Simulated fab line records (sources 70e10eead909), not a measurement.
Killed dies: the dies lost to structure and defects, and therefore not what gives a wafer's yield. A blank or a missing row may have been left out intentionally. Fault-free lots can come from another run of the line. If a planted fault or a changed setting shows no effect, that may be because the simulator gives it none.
fab line records	flow nand_harc
record lots=12	wafers=36	last_day=33
route steps=1302 shown A_SLIT@940 A_WL_FILL@958 END@1302
lots untouched by any fault: they come from a run of this same line in which no faults occurred
start_h: hours from the record's opening day to when the first of the lot's shown wafers began	wait_h: time in hours since the lot's previous step	" identical to the entry in the row above	L1.1+2: one row covering several wafers at once	- no value, or no start was given	* or withheld: withheld	< > ~ a bound
route shown NAME@n: NAME is a module with steps in the file, n the number in the route of the first one	usual: mean/standard deviation of fault-free wafers	same: alike in all rows	chamber/n: place in a boat	sites: readings site by site	_std_site: their standard deviation	_edge_site: inner sites' mean taken away from outer sites' mean	radius_mm: how far each site lies from the wafer's centre	mask NAME#n: copy n	behind: the most recent tool/chamber to have shaped the wafer	hold: why the lot went on hold/how many hours it stayed there/how the hold came to an end	device: the transistor (n, p or np) that didn't switch	end of line: tests of these same wafers at the route's end	a step with no rows: only its recipe	killed: the dies lost at the first sort to structure and to defects; this is not the yield of the wafer	map: dies across one wafer; x = killed, . = not, _ = none there
set.NAME: setting as actually run; set.NAME@STEP: the setting as run at that earlier step	model.NAME: the simulator's own value behind a step, which no gauge read
one table for each step of the route and one row for each wafer, over a sample of lots
services: when a tool's chamber went out of use (start_h, in hours from the record's first day, below 0 if earlier), for how many hours, and the reason
## steps
# step NHARC_A_SLIT_ETCH_26
# recipe bias_v=400	source_w=2000	pressure_mtorr=25	time_s=90	ar_flow_sccm=375	c4f8_flow_sccm=41.7	o2_flow_sccm=83.3	target_depth_a=4000	chemistry=C4F8/O2/Ar
# usual chamber_pressure_mTorr=25.000/0.022	drypump_motor_current_A=5.7/0.31	showerhead_plenum_p_Torr=3.631/0.03	throttle_valve_pct=27.620/0.0094
lot.wafer	tool	chamber	start_h	wait_h	chamber_pressure_mTorr	drypump_motor_current_A	rf_hours_counter_h	showerhead_plenum_p_Torr	throttle_valve_pct
L836.1	har_etch-01	1	471.75	3.0	25.007	5.6	259	3.624	27.635
L836.2	"	0	"	"	25.018	5.6	259	3.680	27.619
L836.5	"	0	"	"	25.024	5.6	-	3.679	27.639
L837.2	har_etch-02	1	472.03	2.5	24.982	6.1	50	3.677	27.609
L837.3	"	0	"	"	24.976	5.3	-	3.652	27.624
L837.6	"	0	"	"	25.017	5.3	-	3.652	27.620
L843.2	har_etch-01	1	557.30	3.0	24.989	5.7	305	3.598	27.607
L843.4	"	1	"	"	25.015	5.6	-	3.599	27.618
L843.6	"	1	"	"	25.010	5.6	-	3.598	27.629
L845.2	har_etch-02	0	557.62	3.0	24.972	5.3	95	3.627	27.614
L845.1	"	1	"	"	24.952	6.1	95	3.651	27.621
L845.3	"	0	"	"	24.987	5.3	-	3.627	27.598
L844.2	har_etch-02	0	576.67	3.0	24.947	5.4	103	3.623	27.623
L844.3	"	1	"	"	24.999	6.0	-	3.647	27.613
L844.5	"	0	"	"	24.993	5.3	-	3.623	27.615
L847.1	har_etch-02	1	602.14	3.0	24.968	6.1	118	3.639	27.620
L847.2	"	0	"	"	24.975	5.3	118	3.615	27.622
L847.6	"	1	"	"	24.967	6.1	-	3.639	27.619
L851.3	har_etch-02	0	629.44	1.9	25.015	5.3	-	3.607	27.622
L851.4	"	1	"	"	25.031	6.1	-	3.631	27.627
L851.6	"	0	"	"	24.983	5.3	-	3.606	27.616
L853.1	har_etch-02	1	643.34	3.1	24.989	6.1	145	3.624	27.623
L853.2	"	0	"	"	25.003	5.3	145	3.600	27.609
L853.3	"	0	"	"	24.975	5.3	-	3.600	27.608
L854.1	har_etch-01	1	646.31	3.0	25.003	5.7	359	3.569	27.613
L854.2	"	0	"	"	25.003	5.6	359	3.624	27.615
L854.4	"	1	"	"	24.980	5.7	-	3.569	27.632
L855.2	har_etch-02	0	656.35	3.1	24.976	5.3	152	3.596	27.615
L855.3	"	0	"	"	24.985	5.3	-	3.596	27.626
L855.6	"	0	"	"	24.966	5.3	-	3.596	27.611
L857.2	har_etch-01	1	673.52	2.4	24.962	5.7	375	3.561	27.618
L857.3	"	0	"	"	25.013	5.6	-	3.616	27.605
L857.6	"	0	"	"	24.992	5.6	-	3.617	27.639
L856.1	har_etch-02	0	674.71	3.1	25.027	5.3	163	3.590	27.636
L856.2	"	1	"	"	24.993	6.1	163	3.614	27.618
L856.6	"	1	"	"	25.003	6.1	-	3.613	27.620
# step NHARC_A_WL_FILL_ETCHBACK_05
# recipe target_depth_a=220	time_s=60	temp_c=40	chemistry=Cl2/BCl3
# usual chamber_pressure_mTorr=10.002/0.0085	drypump_motor_current_A=5.5/0.66	oes_product_au=1.004/0.0096	run_length_s=81.2/0.48
lot.wafer	tool	chamber	start_h	wait_h	chamber_pressure_mTorr	drypump_motor_current_A	oes_product_au	rf_hours_counter_h	run_length_s
L836.1	rie_metal-01	1	481.35	0.2	9.992	5.8	1.006	1.4	80.7
L836.2	"	0	"	"	9.993	6.4	1.010	1.4	80.9
L836.5	"	0	"	"	9.996	6.4	1.010	-	81.5
L837.2	rie_metal-03	1	481.69	0.2	10.006	4.6	0.992	2.9	81.5
L837.3	"	0	"	"	10.024	5.1	0.991	-	81.3
L837.6	"	0	"	"	9.990	5.1	0.995	-	81.3
L843.2	rie_metal-03	0	567.01	0.2	10.010	5.2	1.006	0.9	81.2
L843.4	"	0	"	"	9.992	5.1	1.010	-	81.3
L843.6	"	0	"	"	10.006	5.1	1.002	-	81.5
L845.2	rie_metal-01	0	567.32	0.3	9.985	6.4	1.010	3.4	81.6
L845.1	"	1	"	"	9.996	5.9	0.978	2.6	80.2
L845.3	"	1	"	"	10.000	5.9	0.979	-	80.5
L844.2	rie_metal-01	0	587.85	0.2	10.023	6.4	1.016	0.1	81.5
L844.3	"	0	"	"	10.000	6.4	1.016	-	81.3
L844.5	"	0	"	"	10.003	6.4	1.004	-	80.9
L847.1	rie_metal-02	0	612.77	0.2	9.990	5.5	0.993	2.2	81.7
L847.2	"	1	"	"	9.996	6.0	1.012	2.3	82.4
L847.6	"	1	"	"	10.000	6.0	1.016	-	81.9
L851.4	rie_metal-03	1	639.14	0.2	9.996	4.7	0.992	-	81.1
L851.3	"	0	"	"	10.019	5.1	0.997	-	81.7
L851.6	"	1	"	"	9.992	4.7	0.997	-	81.3
L853.1	rie_metal-01	0	652.91	0.2	10.004	6.4	1.012	1.3	81.0
L853.2	"	1	"	"	10.002	5.8	1.017	1.3	80.5
L853.3	"	0	"	"	10.000	6.4	1.016	-	81.1
L854.1	rie_metal-01	0	655.93	0.2	10.001	6.4	1.019	1.6	80.9
L854.2	"	1	"	"	9.994	5.8	1.009	1.6	80.6
L854.4	"	1	"	"	9.996	5.8	1.010	-	80.3
L855.2	rie_metal-01	0	666.94	0.2	10.012	6.4	1.015	1.8	80.9
L855.3	"	0	"	"	10.006	6.4	1.019	-	80.8
L855.6	"	1	"	"	10.005	5.8	0.999	-	80.5
L856.1	rie_metal-01	0	683.38	0.4	10.011	6.4	1.024	2.4	80.8
L856.2	"	0	"	"	9.999	6.4	1.017	-	80.8
L856.6	"	0	"	"	10.005	6.4	1.004	-	81.2
L857.2	rie_metal-03	1	683.43	0.2	10.005	4.7	1.013	2.8	81.3
L857.3	"	0	"	"	10.008	5.1	1.006	-	81.3
L857.6	"	0	"	"	10.002	5.2	1.004	-	81.2
# step NHARC_A_WL_FILL_STRIP_27
# recipe power_w=1500	temp_c=250	time_s=20	chemistry=N2/H2
# usual drypump_motor_current_A=5.24/0.3	heater_power_w=335/42
lot.wafer	tool	chamber	start_h	wait_h	drypump_motor_current_A	heater_power_w	rf_hours_counter_h
L836.2	plasma_asher-01	0	481.49	0.1	5.54	359	28
L836.1	"	1	"	"	5.45	279	28
L836.5	"	1	"	"	5.45	271	-
L837.2	plasma_asher-01	1	481.83	0.1	5.45	272	28
L837.3	"	0	"	"	5.49	362	-
L837.6	"	0	"	"	5.52	365	-
L843.2	plasma_asher-02	0	567.13	0.1	5.24	352	27
L843.4	"	1	"	"	4.77	379	-
L843.6	"	0	"	"	5.23	342	-
L845.2	plasma_asher-01	0	567.46	0.1	5.49	369	10
L845.1	"	1	"	"	5.45	255	10
L845.3	"	1	"	"	5.45	257	-
L844.2	plasma_asher-02	1	587.98	0.1	4.77	375	30
L844.3	"	0	"	"	5.20	354	-
L844.5	"	0	"	"	5.20	341	-
L847.2	plasma_asher-02	1	612.91	0.1	4.77	374	0
L847.1	"	0	"	"	5.24	325	0
L847.6	"	0	"	"	5.24	326	-
L851.4	plasma_asher-02	1	639.30	0.1	4.76	373	-
L851.3	"	0	"	"	5.21	323	-
L851.6	"	1	"	"	4.76	382	-
L853.2	plasma_asher-02	0	653.05	0.1	5.20	318	9
L853.1	"	1	"	"	4.76	379	9
L853.3	"	0	"	"	5.20	323	-
L854.2	plasma_asher-01	1	656.07	0.1	5.45	263	28
L854.1	"	0	"	"	5.58	367	28
L854.4	"	0	"	"	5.57	361	-
L855.2	plasma_asher-01	0	667.11	0.2	5.52	350	30
L855.3	"	0	"	"	5.56	361	-
L855.6	"	1	"	"	5.45	266	-
L857.2	plasma_asher-01	0	683.57	0.1	5.48	361	33
L857.3	"	1	"	"	5.44	269	-
L857.6	"	0	"	"	5.47	355	-
L856.2	plasma_asher-02	1	683.59	0.2	4.75	381	14
L856.1	"	0	"	"	5.22	333	14
L856.6	"	1	"	"	4.76	379	-
# step NHARC_A_WL_FILL_ETCHBACK_16
# recipe target_depth_a=1200	time_s=24	c4f8_flow_sccm=withheld	o2_flow_sccm=8	ar_flow_sccm=withheld	rf_w=600	bias_w=800	chemistry=C4F8/O2/Ar
# usual chamber_pressure_mTorr=24.999/0.023	oes_product_au=0.98/0.034	rf_vpp_V=721/3.4	run_length_s=45.1/0.44
lot.wafer	tool	chamber	start_h	wait_h	chamber_pressure_mTorr	oes_product_au	rf_hours_counter_h	rf_vpp_V	run_length_s
L836.1	rie_diel-02	3	492.08	-	24.999	1.00	2.1	725	45.2
L836.2	"	1	"	"	24.998	0.99	2.0	718	44.6
L836.5	"	2	"	"	25.003	1.01	-	721	45.2
L837.2	rie_diel-03	3	492.12	-	25.021	0.92	0.8	720	44.7
L837.3	"	1	"	"	24.969	0.92	0.8	717	45.4
L837.6	"	3	"	"	25.053	0.93	-	718	44.8
L843.2	rie_diel-03	2	580.07	-	25.034	1.00	3.5	718	26.2
L843.4	"	0	"	"	25.005	0.98	3.1	719	26.3
L843.6	"	2	"	"	24.990	1.00	-	719	25.9
L845.3	rie_diel-13	3	580.46	-	25.012	0.99	3.1	722	45.6
L845.1	"	0	"	"	24.978	1.00	2.6	724	45.2
L845.2	"	1	"	"	25.003	1.00	3.1	726	44.5
L844.3	rie_diel-03	0	598.02	-	25.020	0.93	3.3	717	26.4
L844.2	"	3	"	"	24.995	0.97	3.4	721	25.6
L844.5	"	1	"	"	24.968	0.95	-	716	26.4
L847.2	rie_diel-13	1	622.37	-	24.996	1.01	4.2	725	44.7
L847.1	"	3	"	"	24.974	1.00	4.5	724	45.3
L847.6	"	1	"	"	24.994	1.02	-	725	44.4
L851.3	rie_diel-02	1	649.30	-	24.974	1.00	2.4	716	44.2
L851.4	"	2	"	"	24.984	1.01	2.7	722	45.1
L851.6	"	3	"	"	24.986	0.99	-	725	45.4
L853.2	rie_diel-13	1	666.01	-	25.010	1.02	7.2	724	44.3
L853.3	"	2	"	"	25.027	1.02	7.5	718	45.3
L853.1	"	0	"	"	25.004	1.02	6.6	724	45.5
L854.4	rie_diel-02	2	667.79	-	25.003	1.01	3.0	722	45.2
L854.1	"	3	"	"	24.991	0.99	3.2	724	45.5
L854.2	"	0	"	"	25.018	0.98	2.8	728	45.2
L855.3	rie_diel-13	2	680.12	-	24.947	0.94	8.2	718	45.3
L855.2	"	0	"	"	24.978	0.94	7.0	723	45.5
L855.6	"	1	"	"	25.008	0.93	-	726	44.7
L856.1	rie_diel-02	0	693.13	-	24.958	1.00	3.2	726	44.5
L856.2	"	2	"	"	24.999	0.99	3.5	721	45.5
L856.6	"	1	"	"	24.934	0.98	-	716	44.2
L857.2	rie_diel-13	2	693.26	-	25.024	1.02	8.7	719	45.5
L857.3	"	3	"	"	25.025	1.01	8.6	723	45.2
L857.6	"	2	"	"	24.966	1.01	-	718	45.5
# step NHARC_END_SORT_01
# recipe temp_c=25
# usual killed_at_array=55/20	killed_at_other=1.1/1.2	killed_at_periphery=3.8/2.8	killed_dies=60/19	killed_open=3.4/1.9	killed_short=2.2/1.5
# same gross_dies=677
lot.wafer	tool	chamber	start_h	wait_h	killed_at_array	killed_at_other	killed_at_periphery	killed_dies	killed_open	killed_short
L843.2	prober-01	0	663.72	2.8	672	1	4	677	3	3
L843.4	prober-01	0	665.31	3.4	674	0	3	677	3	0
L843.6	prober-01	0	666.90	4.0	676	0	1	677	1	2
L844.2	prober-02	0	683.77	2.8	672	0	5	677	4	2
L844.3	prober-02	0	684.58	3.1	673	1	3	677	5	0
L844.5	prober-02	0	686.20	3.7	671	1	5	677	6	4
# killed by level:class
L843.2 A_WL_FILL:area_etchback=607 A_CHANNEL_HOLE_D1:chamber_film_flake=30 A_SLIT:chamber_film_flake=26 A_CHANNEL_HOLE_D2:unspecified=2 A_CHANNEL_FILL_D2:chamber_film_flake=2 P_CONTACT:geometric_particle:open=1 A_ONON_D1:geometric_particle:short=1 A_CHANNEL_FILL_D2:geometric_particle:short=1
L843.4 A_WL_FILL:area_etchback=600 A_SLIT:chamber_film_flake=31 A_CHANNEL_HOLE_D1:chamber_film_flake=30 A_CONTACT:chamber_film_flake=6 P_GATE:geometric_particle:open=1 A_CHANNEL_FILL_D1:geometric_particle:open=1 A_WL_FILL:geometric_particle:open=1 P_ZERO_WELL:chamber_film_flake=1
L843.6 A_WL_FILL:area_etchback=595 A_SLIT:chamber_film_flake=34 A_CHANNEL_HOLE_D1:chamber_film_flake=28 A_CONTACT:chamber_film_flake=5 A_CHANNEL_HOLE_D2:unspecified=4 A_CHANNEL_HOLE_D2:chamber_film_flake=3 A_CHANNEL_HOLE_D1:geometric_particle:short=1 A_CHANNEL_HOLE_D2:geometric_particle:short=1
L844.2 A_WL_FILL:area_etchback=635 A_CHANNEL_HOLE_D2:chamber_film_flake=13 A_CHANNEL_HOLE_D1:chamber_film_flake=6 A_STAIRCASE:chamber_film_flake=6 A_CONTACT:chamber_film_flake=4 P_GATE:chamber_film_flake=3 A_SLIT:chamber_film_flake=2 A_WL_FILL:chamber_film_flake=2
L844.3 A_WL_FILL:area_etchback=642 A_CHANNEL_HOLE_D2:chamber_film_flake=16 A_CONTACT:chamber_film_flake=4 P_GATE:chamber_film_flake=2 A_CHANNEL_HOLE_D1:chamber_film_flake=2 A_STAIRCASE:chamber_film_flake=2 A_WL_FILL:chamber_film_flake=2 P_M0:geometric_particle:open=1
L844.5 A_WL_FILL:area_etchback=622 A_CHANNEL_HOLE_D2:chamber_film_flake=14 A_BONDPAD:chamber_film_flake=7 A_CHANNEL_HOLE_D1:chamber_film_flake=5 A_SLIT:chamber_film_flake=5 A_ONON_D2:geometric_particle:open=3 P_GATE:chamber_film_flake=3 A_STAIRCASE:chamber_film_flake=3
## services
tool	chamber	start_h	hours	kind
rie_metal-02	-	454.00	9.0	pm
rie_diel-03	-	458.30	9.0	pm
rie_diel-13	3	487.95	12.3	repair
rie_diel-13	2	513.03	6.6	repair
rie_metal-03	-	519.00	9.0	pm
rie_diel-13	-	519.01	9.0	pm
plasma_asher-01	-	520.56	9.0	pm
plasma_asher-02	-	524.66	5.6	repair
rie_diel-02	2	536.49	5.5	repair
plasma_asher-02	-	541.46	3.6	repair
rie_metal-01	1	544.51	22.6	repair
rie_diel-13	-	545.98	0.5	repair
rie_diel-02	3	553.18	4.2	repair
rie_diel-13	0	554.24	5.2	repair
rie_diel-02	-	570.70	9.0	pm
rie_metal-01	-	575.00	9.0	pm
rie_metal-02	0	588.47	11.7	repair
rie_metal-01	1	593.67	2.4	repair
rie_diel-03	2	601.13	2.0	repair
plasma_asher-02	-	603.43	9.0	pm
rie_diel-03	-	635.30	9.0	pm
rie_diel-13	-	661.33	0.4	repair
plasma_asher-01	-	672.67	0.4	repair
rie_metal-01	1	679.62	18.0	repair
## key
first_sign step=NHARC_A_WL_FILL_ETCHBACK_16	reading=run_length_s	direction=down	sigmas=43	usual=*	struck=*
effect step=NHARC_END_SORT_01	reading=killed_dies	direction=up	sigmas=32	usual=60	struck=677
more_kills_born_at NHARC_A_WL_FILL_ETCHBACK_16@rie_diel-03=3701
met_at NHARC_A_WL_FILL_ETCHBACK_16
struck_lots L843,L844
later_rows_left_out L843.2,L843.4,L843.6,L844.2,L844.3,L844.5
tester_left_out L843,L844
not_acting_at NHARC_A_SLIT_ETCH_26,NHARC_A_WL_FILL_ETCHBACK_05,NHARC_A_WL_FILL_STRIP_27
onset_between 492.12 580.07
earlier_fault kind=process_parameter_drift	tool=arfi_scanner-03	chamber=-	onset_h=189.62	steps=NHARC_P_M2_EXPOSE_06	channel=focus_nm	offset=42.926	spread_by_wafer=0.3	shape=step	end_h=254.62
fault kind=process_parameter_drift	tool=rie_diel-03	chamber=-	onset_h=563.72	steps=NHARC_A_WL_FILL_ETCHBACK_16	channel=time_s	offset=*	shape=step	acts_in=*	stated=*
# tester_left_out: of these lots the tester's yield and bins aren't shown, on N5 and GAA mostly nor the transistor test; their killed dies are dies lost to structure and defects alone, not to doping, threshold or leakage, so they don't give the yield
# later_rows_left_out: the simulator's readings of these wafers behind a module that went badly wrong aren't trusted and aren't shown, but for the sort
